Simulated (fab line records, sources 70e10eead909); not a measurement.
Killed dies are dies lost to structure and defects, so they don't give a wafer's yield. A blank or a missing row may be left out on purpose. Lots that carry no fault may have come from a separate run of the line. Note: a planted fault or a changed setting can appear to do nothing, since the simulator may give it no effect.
What tool caused it? || flow nand harc || 12 lots with 36 wafers sampled at 2 steps, on a route of 1302 steps

WHAT THE GAUGES SHOWED, per wafer
NHARC_A_M0_INSPECT_11. Usual: raw defect count at 74, with a standard deviation of 37.
{"lot": "L999", "measured": "day 23 03:44", "on": "defect inspect-01", "raw defect count": "141 145 139", "flag": ""}
{"lot": "L100", "measured": "day 24 10:05", "on": "defect inspect-02", "raw defect count": "29 24 23", "flag": ""}
{"lot": "L107", "measured": "day 27 20:29", "on": "defect inspect-02", "raw defect count": "75 77 81", "flag": ""}
{"lot": "L108", "measured": "day 27 21:50", "on": "defect inspect-02", "raw defect count": "12 20 19", "flag": ""}
{"lot": "L112", "measured": "day 29 21:32", "on": "defect inspect-02", "raw defect count": "67 54 58", "flag": ""}
{"lot": "L116", "measured": "day 30 09:41", "on": "defect inspect-02", "raw defect count": "158 145 128", "flag": ""}
{"lot": "L115", "measured": "day 30 11:47", "on": "defect inspect-02", "raw defect count": "30 32 28", "flag": ""}
{"lot": "L114", "measured": "day 30 16:24", "on": "defect inspect-01", "raw defect count": "86 89 112", "flag": ""}
{"lot": "L117", "measured": "day 31 06:43", "on": "defect inspect-01", "raw defect count": "28 43 45", "flag": ""}
{"lot": "L118", "measured": "day 31 10:35", "on": "defect inspect-02", "raw defect count": "135 97 110", "flag": ""}
{"lot": "L120", "measured": "day 32 06:07", "on": "defect inspect-01", "raw defect count": "93 94 87", "flag": ""}
{"lot": "L119", "measured": "day 32 07:54", "on": "defect inspect-01", "raw defect count": "67 65 65", "flag": ""}

WHICH TOOL RAN EACH LOT (tool, then ch and the chambers of the sampled wafers, then the start)
{"lot": "L999", "NHARC_A_BLC_PVD_32": "pvd sputter-02, day 23 03:44 or earlier"}
{"lot": "L100", "NHARC_A_BLC_PVD_32": "pvd sputter-03, day 24 10:05 or earlier"}
{"lot": "L107", "NHARC_A_BLC_PVD_32": "pvd sputter-01, day 27 20:29 or earlier"}
{"lot": "L108", "NHARC_A_BLC_PVD_32": "pvd sputter-01, day 27 21:50 or earlier"}
{"lot": "L112", "NHARC_A_BLC_PVD_32": "pvd sputter-03, day 29 21:32 or earlier"}
{"lot": "L116", "NHARC_A_BLC_PVD_32": "pvd sputter-02, day 30 09:41 or earlier"}
{"lot": "L115", "NHARC_A_BLC_PVD_32": "pvd sputter-02, day 30 11:47 or earlier"}
{"lot": "L114", "NHARC_A_BLC_PVD_32": "pvd sputter-02, day 30 16:24 or earlier"}
{"lot": "L117", "NHARC_A_BLC_PVD_32": "pvd sputter-02, day 31 06:43 or earlier"}
{"lot": "L118", "NHARC_A_BLC_PVD_32": "pvd sputter-01, day 31 10:35 or earlier"}
{"lot": "L120", "NHARC_A_BLC_PVD_32": "pvd sputter-01, day 32 06:07 or earlier"}
{"lot": "L119", "NHARC_A_BLC_PVD_32": "pvd sputter-01, day 32 07:54 or earlier"}
- NHARC_A_BLC_PVD_32: deposits Ti, target thk 5 nm, time 17.7 s.

WHAT THE TOOLS THEMSELVES READ (means of the sampled wafers that have a number; where no wafer has one, the mark that the record gives instead)
NHARC_A_BLC_PVD_32. Usual: throttle valve pct at 30.1 %, with a standard deviation of 0.85.
{"lot": "L999", "tool": "pvd sputter-02", "throttle valve pct (%)": 29.0, "flag": ""}
{"lot": "L100", "tool": "pvd sputter-03", "throttle valve pct (%)": 30.8, "flag": ""}
{"lot": "L107", "tool": "pvd sputter-01", "throttle valve pct (%)": 29.6, "flag": ""}
{"lot": "L108", "tool": "pvd sputter-01", "throttle valve pct (%)": 30.1, "flag": ""}
{"lot": "L112", "tool": "pvd sputter-03", "throttle valve pct (%)": 30.1, "flag": ""}
{"lot": "L116", "tool": "pvd sputter-02", "throttle valve pct (%)": 30.2, "flag": ""}
{"lot": "L115", "tool": "pvd sputter-02", "throttle valve pct (%)": 29.4, "flag": ""}
{"lot": "L114", "tool": "pvd sputter-02", "throttle valve pct (%)": 30.0, "flag": ""}
{"lot": "L117", "tool": "pvd sputter-02", "throttle valve pct (%)": 30.8, "flag": ""}
{"lot": "L118", "tool": "pvd sputter-01", "throttle valve pct (%)": 29.9, "flag": ""}
{"lot": "L120", "tool": "pvd sputter-01", "throttle valve pct (%)": 29.6, "flag": ""}
{"lot": "L119", "tool": "pvd sputter-01", "throttle valve pct (%)": 30.2, "flag": ""}

THE ANSWER, worked out from the rows above alone
Rule: lot off if the mean of its wafers having a number is beyond 3 standard deviations from the usual mean. A lot without any number at a reading at which 4 lots or more have one is off too. All remaining lots with rows at the step are treated as sound. Order of review: gauges by route order, followed by the tools' own readings, for which a lot's mean as printed above is used. At the first step where some lot is off, the reading lying furthest off is the one used; lots without a number count as furthest.
None of the lots is off at any reading shown; this tells nothing.

WHAT THE SIMULATOR HAD PUT IN
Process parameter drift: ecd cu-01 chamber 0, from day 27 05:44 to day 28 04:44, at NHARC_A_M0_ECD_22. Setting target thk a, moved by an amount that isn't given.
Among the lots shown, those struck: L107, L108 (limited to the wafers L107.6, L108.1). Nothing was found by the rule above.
